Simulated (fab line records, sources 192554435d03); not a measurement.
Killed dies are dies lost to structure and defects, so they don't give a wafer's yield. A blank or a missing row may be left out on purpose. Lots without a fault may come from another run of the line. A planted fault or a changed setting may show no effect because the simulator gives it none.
Which tool did it? | flow n5_finfet | 12 lots, 36 wafers sampled, at 5 steps of a route of 1938

WHAT THE GAUGES READ, wafer by wafer
N5_BEOL_M14_CD_MEAS_10: target cd 250 nm.
lot  | measured     | on        | cd_nm (nm)
L075 | day 11 09:46 | cd_sem-02 | 249.1 251.2 253.0
L078 | day 12 07:05 | cd_sem-01 | 251.6 250.3 249.8
L079 | day 12 20:01 | cd_sem-02 | 252.8 250.6 252.7
L081 | day 13 03:00 | cd_sem-03 | 250.9 252.3 252.7
L083 | day 13 12:58 | cd_sem-03 | 249.6 247.0 244.7
L085 | day 14 09:05 | cd_sem-02 | 251.1 248.3 252.3
L087 | day 14 11:49 | cd_sem-03 | 253.3 249.4 249.4
L090 | day 15 18:51 | cd_sem-01 | 247.4 250.6 250.3
L092 | day 15 23:11 | cd_sem-02 | 249.6 252.3 250.3
L094 | day 16 06:10 | cd_sem-01 | 252.8 248.9 248.0
L095 | day 16 14:49 | cd_sem-03 | 249.2 247.3 250.9
L097 | day 17 00:08 | cd_sem-01 | 252.2 248.9 248.8

WHICH TOOL RAN EACH LOT (tool, then ch and the chambers of the sampled wafers, then the start)
lot  | N5_BEOL_M13_ILD_DEP_00          | N5_BEOL_M13_DESCUM_15              | N5_BEOL_M13_STRIP_63                 | N5_BEOL_M13_ETCH_68
L075 | pecvd-04 ch 0,2, day 11 02:50   | rie_diel-02 ch 2,3, day 11 03:22   | plasma_asher-02 ch 0,1, day 11 03:41 | rie_diel-02 ch 1,2,3, day 11 04:29
L078 | pecvd-03 ch 0,2, day 12 02:28   | rie_diel-02 ch 0,2,3, day 12 03:08 | plasma_asher-01 ch 0,1, day 12 03:27 | rie_diel-02 ch 0,2,3, day 12 04:16
L079 | pecvd-01 ch 0,2, day 12 09:26   | rie_diel-02 ch 1,3, day 12 09:58   | plasma_asher-01 ch 1, day 12 10:18   | rie_diel-02 ch 0,1,3, day 12 11:13
L081 | pecvd-03 ch 1,2, day 12 18:02   | rie_diel-03 ch 0,3, day 12 18:46   | plasma_asher-01 ch 1, day 12 19:05   | rie_diel-02 ch 1,2, day 12 19:57
L083 | pecvd-03 ch 1,2, day 13 06:26   | rie_diel-04 ch 1,2,3, day 13 07:10 | plasma_asher-02 ch 0,1, day 13 07:29 | rie_diel-03 ch 0,1, day 13 08:58
L085 | pecvd-03 ch 0,1, day 14 03:02   | rie_diel-02 ch 1,2,3, day 14 03:35 | plasma_asher-02 ch 0,1, day 14 03:54 | rie_diel-03 ch 0,1,3, day 14 04:42
L087 | pecvd-04 ch 0,1, day 14 07:22   | rie_diel-03 ch 1,2, day 14 07:55   | plasma_asher-02 ch 0,1, day 14 08:14 | rie_diel-03 ch 0,1, day 14 09:10
L090 | pecvd-03 ch 0,1,2, day 15 05:56 | rie_diel-03 ch 0,3, day 15 06:28   | plasma_asher-02 ch 0,1, day 15 06:47 | rie_diel-04 ch 2,3, day 15 07:35
L092 | pecvd-04 ch 0,2, day 15 09:12   | rie_diel-02 ch 1,2,3, day 15 18:47 | plasma_asher-02 ch 0,1, day 15 19:07 | rie_diel-03 ch 0,1,2, day 15 19:55
L094 | pecvd-04 ch 0,1,2, day 16 00:43 | rie_diel-02 ch 0,1, day 16 01:16   | plasma_asher-01 ch 0,1, day 16 01:35 | rie_diel-03 ch 0,1,2, day 16 02:23
L095 | pecvd-03 ch 0,1, day 16 08:14   | rie_diel-03 ch 0,1,3, day 16 08:53 | plasma_asher-01 ch 0,1, day 16 09:13 | rie_diel-03 ch 1,3, day 16 10:08
L097 | pecvd-04 ch 1,2, day 16 18:29   | rie_diel-04 ch 1,2,3, day 16 19:41 | plasma_asher-01 ch 0,1, day 16 20:01 | rie_diel-02 ch 0,1,2, day 16 20:52
- N5_BEOL_M13_ILD_DEP_00: deposits SiOC from DEMS/O2, target thk 837.92 nm, time 166.4 s.
- N5_BEOL_M13_DESCUM_15: chemistry O2, time 7.9 s.
- N5_BEOL_M13_STRIP_63: strips in N2/H2.
- N5_BEOL_M13_ETCH_68: etches SOC in N2/H2, time 355 s.

THE ANSWER, worked out from the rows above alone
Rule: what is usual is taken from the lots themselves. Put in order of their means at a reading, lots are off if they are a third of the lots or fewer, leave a main group of 4 or more, and stand apart from it by a gap of 3 or more times the standard deviation of the main group's means; of several such gaps the widest counts. A main group whose means are all the same, to the digits that the tables above print for the reading, isn't used. A lot without any number at a reading at which 4 lots or more have one is off too. The other lots that the step has rows for count as sound.
No lot is off at any reading shown: from this, nothing can be told.

WHAT THE SIMULATOR HAD PUT IN
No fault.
